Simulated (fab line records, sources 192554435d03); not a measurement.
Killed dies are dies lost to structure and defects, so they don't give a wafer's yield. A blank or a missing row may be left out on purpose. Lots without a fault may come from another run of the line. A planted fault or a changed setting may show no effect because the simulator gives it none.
Split-lot experiment | flow n5_finfet | 7 lots, 21 wafers read, on a route of 1938 steps

THE SPLIT
At N5_BEOL_M5_EXPOSE_08 (exposes mask M5, target cd 28 nm), the setting dose_mj was moved away from the recipe's 35.75 on 9 of the 21 wafers read, by -5.7% to +4.2%. The other wafers ran this setting at the recipe's value.

FROM THE SPLIT TO THE READING: what the file shows between them, 12 steps
- N5_BEOL_M5_PEB_09: peb time 60 s
- N5_BEOL_M5_DEVELOP_10: develop time 30 s
- N5_BEOL_M5_CD_MEAS_11: target cd 27.74 nm
- N5_BEOL_M5_DESCUM_16: chemistry O2, time 7 s
- N5_BEOL_M5_ETCH_72: etches underlayer in N2/H2, target depth 6.5 nm, time 5.2 s
- N5_BEOL_M5_ETCH_61: etches SiARC in CF4, target depth 15.6 nm, time 26 s
- N5_BEOL_M5_ETCH_62: etches SOC in N2/H2, target depth 75 nm, overetch 15 nm, time 112.5 s
- N5_BEOL_M5_STRIP_63: strips in N2/H2
- N5_BEOL_M5_STRIP_73: strips in N2/H2
- N5_BEOL_M5_STRIP_64: strips in CF4
- N5_BEOL_M5_HM_OPEN_17: chemistry Cl2/BCl3, target TiN, target depth 20 nm, overetch 6 nm
- N5_BEOL_M5_STRIP_19: strips in O2

THE READING
cd_nm, in nm, at N5_BEOL_M5_CD_MEAS_18 (pitch 56 nm, target cd 28 nm). Fault-free wafers of this fab line usually give 28.0 nm, standard deviation 0.46 nm.

wafer  | tool, chamber at the split | dose_mj as run | against the recipe | cd_nm, nm | against lot-mates on the recipe
L076.2 | euv_scanner-01, 0          | 34.15          | -4.5%              | 27.3      | -0.9
L076.4 | euv_scanner-01, 0          | 35.75          | recipe             | 28.4      | -
L076.5 | euv_scanner-01, 0          | 35.75          | recipe             | 28.1      | -
L086.1 | euv_scanner-01, 0          | 34.85          | -2.5%              | 27.3      | -0.9
L086.5 | euv_scanner-01, 0          | 35.75          | recipe             | 28.4      | -
L086.6 | euv_scanner-01, 0          | 35.75          | recipe             | 28.1      | -
L085.1 | euv_scanner-01, 0          | 35.75          | recipe             | 28.9      | -
L085.2 | euv_scanner-01, 0          | 35.75          | recipe             | 28.2      | -
L085.4 | euv_scanner-01, 0          | 35.75          | recipe             | 28.4      | -
L087.1 | euv_scanner-02, 0          | 36.77          | +2.9%              | 28.6      | +1.5
L087.4 | euv_scanner-02, 0          | 36.77          | +2.9%              | 28.8      | +1.7
L087.6 | euv_scanner-02, 0          | 35.75          | recipe             | 27.1      | -
L091.2 | euv_scanner-01, 0          | 33.72          | -5.7%              | 26.7      | -1.3
L091.3 | euv_scanner-01, 0          | 35.75          | recipe             | 28.1      | -
L091.4 | euv_scanner-01, 0          | 35.75          | recipe             | 27.8      | -
L095.1 | euv_scanner-01, 0          | 37.26          | +4.2%              | 29.5      | +1.4
L095.3 | euv_scanner-01, 0          | 37.26          | +4.2%              | 28.7      | +0.6
L095.4 | euv_scanner-01, 0          | 35.75          | recipe             | 28.1      | -
L096.2 | euv_scanner-02, 0          | 35.75          | recipe             | 28.3      | -
L096.3 | euv_scanner-02, 0          | 34.19          | -4.4%              | 26.8      | -1.5
L096.5 | euv_scanner-02, 0          | 34.19          | -4.4%              | 27.1      | -1.2

THE FIT
A straight line over all 21 wafers: cd_nm changes by +0.239 nm for each +1% of dose_mj; r = +0.87; the points scatter about the line by 0.37 nm.
The same after taking each lot's own level away (the mean of its wafers on the recipe; 21 wafers): +0.293 nm for each +1%; r = +0.92; scatter 0.35 nm.
On that fit, the largest move of dose_mj shifts the reading by 1.7 nm.
The lots' own levels span 27.10 to 28.50 nm, that is 3.0 times the standard deviation above.
So the lot-to-lot level changes the slope: the two fits differ.
Check: with one of the wafers moved furthest among these (-5.7%) left out of the fit, the line predicts -1.71 nm for it against its lot-mates. It came out at -1.25 nm against them.

THE WHOLE CHAIN: every reading that the file lists as answering this split, in the file's order
step                  | what it does                                                          | reading                                                        | change (the file's fit)               | r (the file's)
N5_BEOL_M5_CD_MEAS_11 | target cd 27.74 nm                                                    | cd_nm                                                          | +0.286 nm for each +1% of the setting | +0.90
N5_BEOL_M5_DESCUM_16  | chemistry O2, time 7 s                                                | BEOL_M5.cd_nm (the simulator's own value, which no gauge read) | +0.248 nm for each +1% of the setting | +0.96
N5_BEOL_M5_ETCH_61    | etches SiARC in CF4, target depth 15.6 nm, time 26 s                  | BEOL_M5.cd_nm (the simulator's own value, which no gauge read) | +0.272 nm for each +1% of the setting | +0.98
N5_BEOL_M5_ETCH_62    | etches SOC in N2/H2, target depth 75 nm, overetch 15 nm, time 112.5 s | BEOL_M5.cd_nm (the simulator's own value, which no gauge read) | +0.255 nm for each +1% of the setting | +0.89
N5_BEOL_M5_HM_OPEN_17 | chemistry Cl2/BCl3, target TiN, target depth 20 nm, overetch 6 nm     | BEOL_M5.cd_nm (the simulator's own value, which no gauge read) | +0.224 nm for each +1% of the setting | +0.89
N5_BEOL_M5_CD_MEAS_18 | pitch 56 nm, target cd 28 nm                                          | cd_nm                                                          | +0.273 nm for each +1% of the setting | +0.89

THE FILE'S OWN FIT
cd_nm changes by +0.273 nm for each +1% of dose_mj, r = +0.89.
